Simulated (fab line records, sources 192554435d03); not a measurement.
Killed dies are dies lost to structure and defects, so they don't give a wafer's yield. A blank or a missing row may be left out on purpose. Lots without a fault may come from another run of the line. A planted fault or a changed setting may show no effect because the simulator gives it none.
A struck lot beside a sound one | flow n5_finfet | 14 steps out of a route of 1938
Sound: wafers L525.2, L525.4, L525.5. Struck: wafers L522.4, L522.6. The cause comes at the end.
At each step with rows: each side's tool, then ch and its chambers, then its first start. Under that, the readings that differ: sound wafers | struck wafers | difference of the means | sigmas: that difference in standard deviations of wafers without a fault.
alike: readings whose means differ by less than 2 such deviations, and words and numbers that are the same on both sides. not compared: withheld readings, readings that some wafer has no value for, bounds like >300 that may hide the same value, and numbers for which the record gives no deviation and whose values overlap.
The two part at a step that has a row with sigmas, a row that says differs or no value, or rows on one side only. Numbers that don't overlap but have no deviation are shown without sigmas and don't part them. A reading that every wafer of one side lacks parts them only if that side has two wafers or more.

first, 3 steps without rows for these wafers: N5_BEOL_M9_EXPOSE_25 (exposes mask V8); N5_BEOL_M9_PEB_26 (peb time 60 s); N5_BEOL_M9_DEVELOP_27 (develop time 30 s).
N5_BEOL_M9_CD_MEAS_28: target cd 70 nm.
  sound on cd_sem-02 ch 0, day 17 09:36; struck on cd_sem-03 ch 0, day 16 17:39
  alike: cd_nm
N5_BEOL_M9_OVL_MEAS_29:
  sound on overlay-01 ch 0, day 17 09:38; struck on overlay-02 ch 0, day 16 17:41
  reading     | sound       | struck    | difference | sigmas
  V8_OVL (nm) | 0.0 0.4 0.2 | -1.5 -2.4 | -2.1       | -3
N5_BEOL_M9_INSPECT_30: inspects for defects (brightfield).
  sound on defect_inspect-02, day 17 09:41; struck on defect_inspect-01, day 16 17:44
  alike: raw_defect_count
N5_BEOL_M9_DESCUM_33: chemistry O2, time 7 s.
  sound on rie_diel-01 ch 0,3, day 17 09:43; struck on rie_diel-04 ch 0,3, day 16 18:03
  alike: drypump_motor_current_A, oes_product_au, rf_vpp_V, showerhead_plenum_p_Torr, throttle_valve_pct
  not compared: rf_hours_counter_h
N5_BEOL_M9_ETCH_76: etches underlayer in N2/H2, target depth 6.5 nm, time 5.2 s.
  sound on rie_diel-01 ch 0,3, day 17 09:46; struck on rie_diel-04 ch 0,3, day 16 18:05
  alike: drypump_motor_current_A, etch_rf_on_time_s, oes_product_au, rf_vpp_V, showerhead_plenum_p_Torr, throttle_valve_pct
  not compared: rf_hours_counter_h
N5_BEOL_M9_ETCH_65: etches SiARC in CF4, target depth 15.6 nm, time 26 s.
  sound on rie_diel-01 ch 0,3, day 17 09:46; struck on rie_diel-04 ch 0,3, day 16 18:06
  alike: drypump_motor_current_A, etch_rf_on_time_s, oes_product_au, rf_vpp_V, showerhead_plenum_p_Torr, throttle_valve_pct
  not compared: rf_hours_counter_h
N5_BEOL_M9_ETCH_66: etches SOC in N2/H2, target depth 80 nm, overetch 16 nm, time 120 s.
  sound on rie_diel-01 ch 0,3, day 17 09:48; struck on rie_diel-04 ch 0,3, day 16 18:08
  alike: drypump_motor_current_A, oes_product_au, rf_vpp_V, showerhead_plenum_p_Torr, throttle_valve_pct
  not compared: rf_hours_counter_h
then, 2 steps without rows for these wafers: N5_BEOL_M9_STRIP_69 (strips in N2/H2); N5_BEOL_M9_STRIP_77 (strips in N2/H2).
N5_BEOL_M9_VIA_ETCH_34: etches SiCOH lowk in C4F6/O2, target depth 182.4 nm, time 68.4 s.
  sound on rie_diel-01 ch 0,3, day 17 09:54; struck on rie_diel-04 ch 0,3, day 16 18:14
  reading                                  | sound           | struck      | difference | sigmas
  oes_product_au (a.u.)                    | 0.71 0.71 0.83  | 0.83 1.13   | +0.23      | +3
  model.etch.depth_nm (nm)                 | 186.9 187 180.7 | 239.4 245.5 | +57.6      |
  model.SOC_of_BEOL_M9_COAT_63.thk_nm (nm) | 50.8 51 51.2    | 48.6 48.4   | -2.5       |
  alike: O2_flow_sccm, drypump_motor_current_A, oes_f_703_au, oes_o_777_au, rf_vpp_V, showerhead_plenum_p_Torr, throttle_valve_pct
  not compared: rf_hours_counter_h
then, 1 step without rows for these wafers: N5_BEOL_M9_STRIP_73 (strips in C4F6/O2).

WHERE THEY PART
First at N5_BEOL_M9_OVL_MEAS_29; last, within this record, at N5_BEOL_M9_VIA_ETCH_34.

WHY: what the simulator had put in
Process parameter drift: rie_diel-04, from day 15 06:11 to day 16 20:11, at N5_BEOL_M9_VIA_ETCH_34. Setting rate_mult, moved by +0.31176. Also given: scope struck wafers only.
